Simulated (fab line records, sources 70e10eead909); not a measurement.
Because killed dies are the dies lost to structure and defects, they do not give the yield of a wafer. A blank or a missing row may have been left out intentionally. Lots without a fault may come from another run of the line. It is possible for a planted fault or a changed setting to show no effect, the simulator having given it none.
fab line records -- flow nand-harc
record lots=13, wafers=39, last-day=33
route steps=1302 shown P_CONTACT@236 P_M0@261
lots that met no fault: taken from a fault-free run of the same line
start-h: hours from the record's opening day to when the first of the lot's shown wafers began -- wait-h: how many hours have passed since the lot's step before this one -- " identical to the entry in the row above -- L1.1+2: one row covering several wafers at once -- - no value, or no start given -- * or withheld: withheld -- < > ~ a bound
route shown NAME@n: a module of which the file shows steps, and the number in the route of the first -- usual: mean and standard deviation over wafers with no fault -- same: alike in all rows -- chamber/n: place in a boat -- sites: each site's reading -- _std_site: standard deviation across them -- _edge_site: inner sites' mean taken away from outer sites' mean -- radius-mm: for every site, how far away it sits from the centre of the wafer -- mask NAME#n: copy n -- behind: tool/chamber where the wafer was last shaped -- hold: why the lot went on hold/how many hours it stayed there/how the hold came to an end -- device: the transistor (n, p or np) that didn't switch -- end of line: the same wafers' tests at the end of the route -- step lacking rows: just its recipe -- killed: the dies lost at the first sort to structure and to defects; this is not the yield of the wafer -- map: per-die view of a wafer (x killed, . not killed, _ where there is no die)
set.NAME: the run value of the setting; set.NAME@STEP: its run value at that earlier step -- model.NAME: the simulator's own value behind a step, which no gauge read
the route's steps for a sample of lots (tables are steps, rows are wafers)
services: when a tool's chamber went out of use (start-h, in hours from the record's first day, below 0 if earlier), for how many hours, and the reason
## steps
# step NHARC_P_CONTACT_ETCH_35
# recipe target-depth-a=390, over-etch-frac=0.3, time-s=65, ion-energy-ev=80, cf4-flow-sccm=150, ar-flow-sccm=0, rf-w=300, bias-w=100, chemistry=CF4
# usual drypump-motor-current-A=5.9/0.5, oes-product-au=1.003/0.014, rf-vpp-V=151.5/1.2, showerhead-plenum-p-Torr=1.79/0.077, throttle-valve-pct=13.284/0.01
lot.wafer,tool,chamber,start-h,wait-h,drypump-motor-current-A,oes-product-au,rf-hours-counter-h,rf-vpp-V,showerhead-plenum-p-Torr,throttle-valve-pct
L415.2,rie-diel-05,3,121.88,0.1,5.6,0.990,1.6,151.1,1.83,13.286
L415.1,rie-diel-05,1,121.88,0.1,6.6,0.999,1.9,151.6,1.73,13.291
L415.5,rie-diel-05,3,121.88,0.1,5.6,0.995,-,152.9,1.83,13.283
L416.1,rie-diel-02,3,125.20,0.1,5.7,1.013,2.6,151.3,1.81,13.275
L416.2,rie-diel-02,0,125.20,0.1,6.0,0.977,2.7,152.6,1.75,13.292
L416.5,rie-diel-02,3,125.20,0.1,5.7,1.010,-,150.7,1.81,13.276
L417.3,rie-diel-11,3,135.03,0.1,5.1,0.987,1.9,152.6,1.88,13.282
L417.1,rie-diel-11,1,135.03,0.1,6.1,0.988,2.2,149.7,1.71,13.272
L417.6,rie-diel-11,2,135.03,0.1,6.0,1.026,-,153.4,1.90,13.274
L418.2,rie-diel-05,2,148.11,0.1,5.7,1.001,2.3,150.4,1.71,13.278
L418.1,rie-diel-05,3,148.11,0.1,5.6,0.991,2.3,152.2,1.83,13.283
L418.5,rie-diel-05,2,148.11,0.1,5.6,0.998,-,151.0,1.71,13.269
L419.4,rie-diel-02,0,160.21,0.1,6.0,0.995,3.4,152.9,1.75,13.274
L419.6,rie-diel-02,2,160.21,0.1,6.3,1.022,-,149.9,1.68,13.294
L419.5,rie-diel-02,3,160.21,0.1,5.7,1.025,-,151.9,1.81,13.290
L420.3,rie-diel-05,0,164.88,0.1,4.9,1.011,3.2,152.3,1.87,13.284
L420.4,rie-diel-05,2,164.88,0.1,5.6,0.990,3.0,150.3,1.71,13.276
L420.6,rie-diel-05,0,164.88,0.1,4.9,1.009,-,153.0,1.87,13.267
L421.2,rie-diel-02,1,181.96,0.1,5.8,1.005,3.9,149.9,1.69,13.284
L421.4,rie-diel-02,2,181.96,0.1,6.3,1.023,3.8,150.9,1.68,13.301
L421.5,rie-diel-02,2,181.96,0.1,6.3,1.022,-,149.9,1.68,13.276
L424.2,rie-diel-11,0,215.93,0.1,6.7,1.022,6.0,152.1,1.83,13.277
L424.3,rie-diel-11,1,215.93,0.1,6.1,1.002,6.3,150.8,1.71,13.292
L424.5,rie-diel-11,0,215.93,0.1,6.7,1.022,-,152.1,1.83,13.292
L430.4,rie-diel-11,1,265.31,0.1,6.1,0.998,0.0,151.7,1.71,13.284
L430.2,rie-diel-11,2,265.31,0.1,6.0,0.990,0.0,152.5,1.90,13.300
L430.5,rie-diel-11,1,265.31,0.1,6.1,0.997,-,150.9,1.71,13.289
L431.2,rie-diel-05,0,285.21,0.1,5.0,0.998,1.1,151.6,1.87,13.291
L431.3,rie-diel-05,1,285.21,0.1,6.5,1.021,1.0,150.2,1.73,13.296
L431.1,rie-diel-05,2,285.21,0.1,5.6,0.986,0.9,152.0,1.71,13.303
L432.3,rie-diel-02,1,287.51,0.1,5.8,0.983,1.5,148.2,1.69,13.279
L432.2,rie-diel-02,2,287.51,0.1,6.4,1.013,1.8,151.4,1.68,13.285
L432.6,rie-diel-02,2,287.51,0.1,6.3,1.008,-,149.4,1.68,13.279
L434.3,rie-diel-05,3,306.98,0.1,5.7,1.000,1.6,152.0,1.83,13.297
L434.6,rie-diel-05,0,306.98,0.1,4.9,1.018,-,152.8,1.87,13.288
L434.5,rie-diel-05,1,306.98,0.1,6.5,1.033,-,149.5,1.73,13.272
L438.3,rie-diel-02,3,349.27,0.1,5.7,0.992,3.5,152.8,1.81,13.293
L438.4,rie-diel-02,0,349.27,0.1,6.0,1.008,3.2,151.2,1.75,13.295
L438.1,rie-diel-02,2,349.27,0.1,6.3,1.023,3.6,150.2,1.68,13.248
# step NHARC_P_CONTACT_STRIP_28
# recipe o2-flow-sccm=500, ar-flow-sccm=0, bias-w=0, chemistry=O2
# usual drypump-motor-current-A=5.9/0.56, o2-flow-sccm=500.0/1.6, oes-product-au=1.004/0.014, rf-vpp-V=58.0/0.86, showerhead-plenum-p-Torr=3.58/0.15, throttle-valve-pct=17.037/0.0085
lot.wafer,tool,chamber,start-h,wait-h,drypump-motor-current-A,o2-flow-sccm,oes-product-au,rf-hours-counter-h,rf-vpp-V,showerhead-plenum-p-Torr,throttle-valve-pct
L415.2,rie-diel-05,2,122.74,0.1,5.7,501.1,1.003,1.9,57.0,3.41,17.031
L415.1,rie-diel-05,3,122.74,0.1,5.7,498.9,1.002,1.9,58.5,3.66,17.032
L415.5,rie-diel-05,2,122.74,0.1,5.7,502.1,0.999,-,60.2,3.41,17.040
L416.1,rie-diel-11,0,126.08,0.1,6.7,501.3,1.029,2.2,58.1,3.65,17.032
L416.2,rie-diel-11,1,126.08,0.1,6.1,501.2,1.007,2.0,58.4,3.42,17.040
L416.5,rie-diel-11,0,126.08,0.1,6.7,497.2,1.041,-,57.5,3.65,17.044
L417.1,rie-diel-05,0,135.90,0.1,5.0,500.2,0.999,2.4,57.2,3.73,17.046
L417.3,rie-diel-05,2,135.90,0.1,5.7,497.8,0.983,2.2,56.7,3.41,17.038
L417.6,rie-diel-05,0,135.90,0.1,5.0,499.0,1.006,-,58.8,3.73,17.041
L418.2,rie-diel-11,1,148.98,0.1,6.1,500.0,1.007,2.8,56.2,3.42,17.031
L418.1,rie-diel-11,2,148.98,0.1,6.0,500.4,1.039,2.2,59.6,3.79,17.040
L418.5,rie-diel-11,1,148.98,0.1,6.1,501.4,1.016,-,55.9,3.42,17.042
L419.4,rie-diel-05,0,161.05,0.1,5.0,501.8,1.008,3.2,59.5,3.73,17.050
L419.6,rie-diel-05,0,161.05,0.1,4.9,499.0,1.006,-,58.5,3.73,17.033
L419.5,rie-diel-05,1,161.05,0.1,6.6,499.5,1.011,-,58.5,3.46,17.034
L420.3,rie-diel-11,1,165.78,0.1,6.1,498.8,1.008,3.7,59.0,3.42,17.041
L420.4,rie-diel-11,2,165.78,0.1,6.0,499.3,1.030,3.1,58.5,3.79,17.049
L420.6,rie-diel-11,3,165.78,0.1,5.1,499.4,0.990,-,57.8,3.75,17.034
L421.4,rie-diel-05,0,182.82,0.1,5.0,497.8,1.006,3.9,57.5,3.73,17.038
L421.2,rie-diel-05,3,182.82,0.1,5.7,501.4,0.988,3.5,58.2,3.66,17.035
L421.5,rie-diel-05,1,182.82,0.1,6.6,500.2,1.013,-,58.9,3.46,17.022
L424.3,rie-diel-11,0,216.92,0.1,6.7,496.6,1.024,6.5,58.6,3.65,17.037
L424.2,rie-diel-11,3,216.92,0.1,5.1,502.4,0.992,6.2,56.6,3.75,17.042
L424.5,rie-diel-11,1,216.92,0.1,6.1,500.1,0.988,-,57.9,3.41,17.052
L430.2,rie-diel-05,3,266.17,0.1,5.6,499.9,0.997,0.6,57.4,3.65,17.038
L430.4,rie-diel-05,1,266.17,0.1,6.6,501.8,1.028,0.7,58.2,3.46,17.050
L430.5,rie-diel-05,0,266.17,0.1,5.0,497.6,1.006,-,57.6,3.73,17.040
L431.1,rie-diel-11,0,286.07,0.1,6.7,498.9,1.003,1.9,59.6,3.64,17.040
L431.2,rie-diel-11,1,286.07,0.1,6.1,499.3,0.991,1.0,57.6,3.41,17.032
L431.3,rie-diel-11,2,286.07,0.1,6.0,500.1,0.996,1.9,57.6,3.78,17.035
L432.2,rie-diel-11,1,288.40,0.1,6.1,499.4,0.990,1.0,57.9,3.41,17.057
L432.3,rie-diel-11,3,288.40,0.1,5.2,501.1,0.998,1.6,58.6,3.75,17.021
L432.6,rie-diel-11,1,288.40,0.1,6.1,500.9,0.998,-,57.5,3.41,17.034
L434.3,rie-diel-02,2,307.82,0.1,6.4,498.8,1.020,2.8,57.7,3.35,17.029
L434.5,rie-diel-02,2,307.82,0.1,6.4,499.0,1.023,-,57.6,3.35,17.023
L434.6,rie-diel-02,3,307.82,0.1,5.7,499.9,1.004,-,58.7,3.60,17.051
L438.1,rie-diel-11,2,350.13,0.1,6.0,500.6,1.001,5.0,58.7,3.78,17.031
L438.3,rie-diel-11,3,350.13,0.1,5.2,500.8,0.974,4.4,57.7,3.74,17.043
L438.4,rie-diel-11,1,350.13,0.1,6.1,500.7,0.994,4.1,57.5,3.41,17.043
# step NHARC_P_M0_PEB_07
# recipe peb-temp-c=100, peb-time-s=65
# usual heater-power-total-W=156.6/0.43, resist-line-temp-C=23.00/0.099
lot.wafer,tool,chamber,start-h,wait-h,heater-power-total-W,resist-line-temp-C
L415.1,litho-track-06,0,125.78,0.1,157.2,22.95
L415.2,litho-track-06,0,125.78,0.1,156.1,22.90
L415.5,litho-track-06,0,125.78,0.1,156.3,22.94
L416.1,litho-track-01,0,129.03,0.1,156.8,23.11
L416.2,litho-track-01,0,129.03,0.1,156.6,23.16
L416.5,litho-track-01,0,129.03,0.1,157.2,23.13
L417.1,litho-track-06,0,139.38,0.1,157.1,22.97
L417.3,litho-track-06,0,139.38,0.1,156.8,23.07
L417.6,litho-track-06,0,139.38,0.1,156.2,23.13
L418.1,litho-track-06,0,151.79,0.1,156.7,23.07
L418.2,litho-track-06,0,151.79,0.1,156.1,22.95
L418.5,litho-track-06,0,151.79,0.1,156.4,23.01
L419.4,litho-track-06,0,163.89,0.0,157.1,22.98
L419.5,litho-track-06,0,163.89,0.0,156.7,23.04
L419.6,litho-track-06,0,163.89,0.0,155.9,23.05
L420.3,litho-track-06,0,168.72,0.0,156.3,23.10
L420.4,litho-track-06,0,168.72,0.0,156.0,22.98
L420.6,litho-track-06,0,168.72,0.0,157.1,23.02
L421.2,litho-track-01,0,185.94,0.1,155.9,22.85
L421.4,litho-track-01,0,185.94,0.1,156.6,22.94
L421.5,litho-track-01,0,185.94,0.1,155.9,22.82
L424.2,litho-track-01,0,219.91,0.1,156.2,22.91
L424.3,litho-track-01,0,219.91,0.1,156.1,23.03
L424.5,litho-track-01,0,219.91,0.1,156.4,23.02
L430.2,litho-track-01,0,269.13,0.1,156.4,23.00
L430.4,litho-track-01,0,269.13,0.1,156.0,23.22
L430.5,litho-track-01,0,269.13,0.1,156.0,23.06
L431.1,litho-track-06,0,289.08,0.1,185.9,23.14
L431.2,litho-track-06,0,289.08,0.1,184.4,23.02
L431.3,litho-track-06,0,289.08,0.1,156.2,23.02
L432.2,litho-track-04,0,291.33,0.1,156.5,23.05
L432.3,litho-track-04,0,291.33,0.1,156.2,23.11
L432.6,litho-track-04,0,291.33,0.1,157.1,22.94
L434.3,litho-track-01,0,310.79,0.0,156.7,22.92
L434.5,litho-track-01,0,310.79,0.0,156.0,23.01
L434.6,litho-track-01,0,310.79,0.0,156.8,22.93
L438.1,litho-track-04,0,353.00,0.1,156.9,22.85
L438.3,litho-track-04,0,353.00,0.1,156.8,22.91
L438.4,litho-track-04,0,353.00,0.1,157.1,22.93
# step NHARC_P_M0_CD_MEAS_09
# recipe target-cd-nm=90, landing-energy-ev=500
# usual cd-nm=89.8/0.71
lot.wafer,tool,chamber,start-h,wait-h,cd-nm
L415.1,cd-sem-03,0,125.86,-,89.3
L415.2,cd-sem-03,0,125.86,-,91.3
L415.5,cd-sem-03,0,125.86,-,90.1
L416.1,cd-sem-01,0,129.11,-,91.0
L416.2,cd-sem-01,0,129.11,-,89.5
L416.5,cd-sem-01,0,129.11,-,89.1
L417.1,cd-sem-01,0,139.45,-,89.4
L417.3,cd-sem-01,0,139.45,-,88.8
L417.6,cd-sem-01,0,139.45,-,88.6
L418.1,cd-sem-02,0,151.87,-,90.1
L418.2,cd-sem-02,0,151.87,-,88.0
L418.5,cd-sem-02,0,151.87,-,89.4
L419.4,cd-sem-01,0,163.97,-,90.6
L419.5,cd-sem-01,0,163.97,-,89.0
L419.6,cd-sem-01,0,163.97,-,90.4
L420.3,cd-sem-03,0,168.80,-,88.7
L420.4,cd-sem-03,0,168.80,-,90.8
L420.6,cd-sem-03,0,168.80,-,89.3
L421.2,cd-sem-01,0,186.02,-,89.7
L421.4,cd-sem-01,0,186.02,-,90.0
L421.5,cd-sem-01,0,186.02,-,89.5
L424.2,cd-sem-02,0,219.99,-,89.5
L424.3,cd-sem-02,0,219.99,-,88.6
L424.5,cd-sem-02,0,219.99,-,88.4
L430.2,cd-sem-03,0,269.21,-,91.0
L430.4,cd-sem-03,0,269.21,-,90.0
L430.5,cd-sem-03,0,269.21,-,90.8
L431.1,cd-sem-02,0,289.16,-,78.0
L431.2,cd-sem-02,0,289.16,-,78.7
L431.3,cd-sem-02,0,289.16,-,90.1
L432.2,cd-sem-02,0,291.42,-,90.7
L432.3,cd-sem-02,0,291.42,-,88.8
L432.6,cd-sem-02,0,291.42,-,88.9
L434.3,cd-sem-02,0,310.87,-,90.6
L434.5,cd-sem-02,0,310.87,-,89.1
L434.6,cd-sem-02,0,310.87,-,89.2
L438.1,cd-sem-02,0,353.08,-,88.9
L438.3,cd-sem-02,0,353.08,-,90.7
L438.4,cd-sem-02,0,353.08,-,89.2
# step NHARC_P_M0_DESCUM_14
# recipe time-s=3, o2-flow-sccm=200, ar-flow-sccm=0, bias-power-w=0, chemistry=O2
# usual drypump-motor-current-A=5.7/0.56, o2-flow-sccm=200.0/0.6, oes-product-au=0.998/0.013, rf-vpp-V=57.8/0.83, showerhead-plenum-p-Torr=1.92/0.064, throttle-valve-pct=11.312/0.0079
lot.wafer,tool,chamber,start-h,wait-h,drypump-motor-current-A,o2-flow-sccm,oes-product-au,rf-hours-counter-h,rf-vpp-V,showerhead-plenum-p-Torr,throttle-valve-pct
L415.1,rie-diel-06,3,126.05,0.1,6.5,199.7,0.989,29,57.9,1.97,11.292
L415.2,rie-diel-06,2,126.05,0.1,5.6,200.1,0.984,30,57.9,1.82,11.311
L415.5,rie-diel-06,0,126.05,0.1,5.0,199.8,1.008,-,56.3,1.92,11.322
L416.1,rie-diel-06,1,129.29,0.1,6.3,200.4,0.986,28,58.5,2.03,11.313
L416.2,rie-diel-06,2,129.29,0.1,5.6,199.7,0.996,30,56.7,1.82,11.308
L416.5,rie-diel-06,2,129.29,0.1,5.6,200.5,0.994,-,57.3,1.82,11.317
L417.3,rie-diel-06,2,139.66,0.1,5.6,199.4,0.972,0,59.0,1.82,11.304
L417.1,rie-diel-06,3,139.66,0.1,6.5,199.7,1.001,0,55.2,1.97,11.307
L417.6,rie-diel-06,0,139.66,0.1,5.0,199.0,0.993,-,58.3,1.92,11.308
L418.1,rie-diel-01,3,152.07,0.1,5.6,200.5,1.020,38,58.8,1.90,11.316
L418.2,rie-diel-01,1,152.07,0.1,4.8,201.1,0.994,37,59.2,1.92,11.308
L418.5,rie-diel-01,3,152.07,0.1,5.6,200.3,1.020,-,58.0,1.90,11.314
L419.4,rie-diel-13,2,164.16,0.1,5.9,200.3,0.990,48,58.0,1.89,11.305
L419.5,rie-diel-13,1,164.16,0.1,5.7,200.4,1.004,-,58.0,1.88,11.302
L419.6,rie-diel-13,2,164.16,0.1,5.9,200.5,0.999,-,57.4,1.89,11.322
L420.4,rie-diel-01,2,169.03,0.1,5.2,200.2,1.012,40,58.2,1.94,11.311
L420.3,rie-diel-01,3,169.03,0.1,5.6,199.9,1.023,46,58.7,1.90,11.313
L420.6,rie-diel-01,1,169.03,0.1,4.9,199.9,0.994,-,57.8,1.92,11.314
L421.4,rie-diel-06,2,186.26,0.1,5.6,200.5,0.988,5,57.5,1.82,11.316
L421.2,rie-diel-06,0,186.26,0.1,5.0,199.4,0.995,5,57.7,1.92,11.315
L421.5,rie-diel-06,3,186.26,0.1,6.5,200.0,1.005,-,57.9,1.97,11.306
L424.2,rie-diel-13,1,220.18,0.1,5.7,199.3,0.989,12,58.2,1.88,11.317
L424.3,rie-diel-13,2,220.18,0.1,5.9,200.4,0.989,15,57.2,1.88,11.320
L424.5,rie-diel-13,1,220.18,0.1,5.6,199.5,1.001,-,58.7,1.88,11.297
L430.4,rie-diel-06,3,269.39,0.1,6.5,200.5,1.017,21,57.1,1.96,11.312
L430.2,rie-diel-06,2,269.39,0.1,5.6,200.7,0.979,20,57.5,1.81,11.325
L430.5,rie-diel-06,3,269.39,0.1,6.5,200.3,0.996,-,59.5,1.96,11.309
L431.3,rie-diel-06,3,289.34,0.1,6.5,199.5,1.004,26,56.8,1.96,11.302
L431.1,rie-diel-06,0,289.34,0.1,5.0,200.1,0.994,27,57.8,1.91,11.297
L431.2,rie-diel-06,2,289.34,0.1,5.6,199.5,0.968,24,55.6,1.81,11.312
L432.3,rie-diel-01,0,291.60,0.1,6.3,200.1,1.010,28,58.5,1.85,11.314
L432.2,rie-diel-01,3,291.60,0.1,5.6,200.3,1.008,24,57.0,1.89,11.317
L432.6,rie-diel-01,0,291.60,0.1,6.3,199.9,1.007,-,56.3,1.85,11.311
L434.3,rie-diel-01,0,311.08,0.1,6.3,200.1,1.025,33,57.2,1.85,11.319
L434.5,rie-diel-01,1,311.08,0.1,4.8,199.7,0.993,-,58.0,1.90,11.305
L434.6,rie-diel-01,2,311.08,0.1,5.2,200.2,1.000,-,57.5,1.92,11.319
L438.4,rie-diel-06,3,353.27,0.1,6.5,199.2,1.011,8,58.2,1.96,11.319
L438.1,rie-diel-06,1,353.27,0.1,6.2,200.1,1.006,7,58.0,2.02,11.304
L438.3,rie-diel-06,2,353.27,0.1,5.6,199.3,0.981,7,57.4,1.81,11.315
## services
tool,chamber,start-h,hours,kind
rie-diel-02,3,99.63,1.9,repair
rie-diel-02,0,129.67,8.1,repair
rie-diel-06,-,130.24,9.0,pm
rie-diel-11,0,150.61,4.0,repair
litho-track-01,-,155.00,7.0,pm
rie-diel-05,-,157.01,1.2,repair
rie-diel-05,3,161.42,3.4,repair
rie-diel-11,2,168.46,1.9,repair
rie-diel-05,1,170.10,12.5,repair
rie-diel-06,0,172.62,2.4,repair
litho-track-06,-,179.00,7.0,pm
rie-diel-11,-,193.68,1.4,repair
rie-diel-02,1,195.72,2.0,repair
rie-diel-01,-,205.99,9.0,pm
rie-diel-11,2,214.71,15.5,repair
rie-diel-02,-,216.70,9.0,pm
rie-diel-05,-,229.60,9.0,pm
rie-diel-11,-,230.10,0.1,repair
rie-diel-05,-,245.47,2.0,repair
rie-diel-11,-,255.50,9.0,pm
rie-diel-11,1,271.01,10.4,repair
rie-diel-11,3,280.69,7.5,repair
rie-diel-06,-,307.24,9.0,pm
litho-track-01,-,330.00,7.0,pm
## key
first-sign step=NHARC_P_M0_PEB_07, reading=heater-power-total-W, direction=up, sigmas=66, usual=*, struck=*
effect step=NHARC_P_M0_CD_MEAS_09, reading=cd-nm, direction=down, sigmas=16, usual=89.8, struck=78.4
met-at NHARC_P_M0_PEB_07
struck-lots L431
struck-wafers L431.1,L431.2
sort-left-out L431.1,L431.2
not-acting-at NHARC_P_CONTACT_ETCH_35,NHARC_P_CONTACT_STRIP_28,NHARC_P_M0_DESCUM_14
onset-between 168.72 289.08
fault kind=process-parameter-drift, tool=litho-track-06, chamber=-, onset-h=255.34, steps=NHARC_P_M0_PEB_07, channel=peb-time-s, offset=*, shape=step, end-h=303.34, scope=struck-wafers-only, acts-in=*, stated=*
# sort-left-out: the simulated sort isn't trusted on such a fault, so these wafers' sort isn't shown, and their yield isn't known
